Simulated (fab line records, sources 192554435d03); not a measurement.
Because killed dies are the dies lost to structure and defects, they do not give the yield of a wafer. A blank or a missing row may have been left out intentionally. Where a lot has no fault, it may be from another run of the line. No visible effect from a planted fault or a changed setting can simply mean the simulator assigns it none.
Matching of chambers || flow n5Finfet || N5_BEOL_M1_PECVD_72 on pecvd-04: 3 sister chambers
The step deposits SiO2 from TEOS/O2, target thk 16 nm, time 18 s. 3 wafers are shown with their chamber, then 10 later ones without.

WAFERS PAIRED WITH THEIR CHAMBERS
{"wafer": "L088.3", "chamber": 1, "throttleValvePct (%)": 21.9}
{"wafer": "L092.1", "chamber": 0, "throttleValvePct (%)": 23.5}
{"wafer": "L092.2", "chamber": 2, "throttleValvePct (%)": 21.2}

WAFERS WHOSE CHAMBER IS MISSING
{"wafer": "L092.4", "throttleValvePct (%)": 20.6}
{"wafer": "L091.1", "throttleValvePct (%)": 21.7}
{"wafer": "L091.3", "throttleValvePct (%)": 20.8}
{"wafer": "L091.6", "throttleValvePct (%)": 21.7}
{"wafer": "L094.2", "throttleValvePct (%)": 21.6}
{"wafer": "L094.5", "throttleValvePct (%)": 21.0}
{"wafer": "L094.6", "throttleValvePct (%)": 21.8}
{"wafer": "L097.1", "throttleValvePct (%)": 20.9}
{"wafer": "L097.2", "throttleValvePct (%)": 21.7}
{"wafer": "L097.6", "throttleValvePct (%)": 21.8}

WHICH CHAMBER EACH WENT THROUGH
{"wafer": "L092.4", "from the rows above": 2, "in truth": 2}
{"wafer": "L091.1", "from the rows above": "can't be placed: 1 or 2", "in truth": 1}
{"wafer": "L091.3", "from the rows above": 2, "in truth": 2}
{"wafer": "L091.6", "from the rows above": "can't be placed: 1 or 2", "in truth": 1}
{"wafer": "L094.2", "from the rows above": "can't be placed: 1 or 2", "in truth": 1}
{"wafer": "L094.5", "from the rows above": 2, "in truth": 2}
{"wafer": "L094.6", "from the rows above": "can't be placed: 1 or 2", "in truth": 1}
{"wafer": "L097.1", "from the rows above": 2, "in truth": 2}
{"wafer": "L097.2", "from the rows above": "can't be placed: 1 or 2", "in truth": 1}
{"wafer": "L097.6", "from the rows above": "can't be placed: 1 or 2", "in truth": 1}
Placed correctly: 4 of 10. Cannot be placed on the basis of these rows: 6; the candidates contain the true chamber in 6. Number placed wrongly: 0.
How it was worked out, from the rows above alone: a wafer's distance from a chamber is the root of the sum, over the readings, of the square of ((its reading less the chamber's mean) divided by the reading's scatter). The wafer belongs to the nearest chamber; if the next one is less than 2 further off, it can't be placed. A chamber's mean is the mean of its shown wafers. The scatter: with one shown wafer a chamber, the root of the mean of the squares of how far each hidden wafer lies from its nearest shown one.
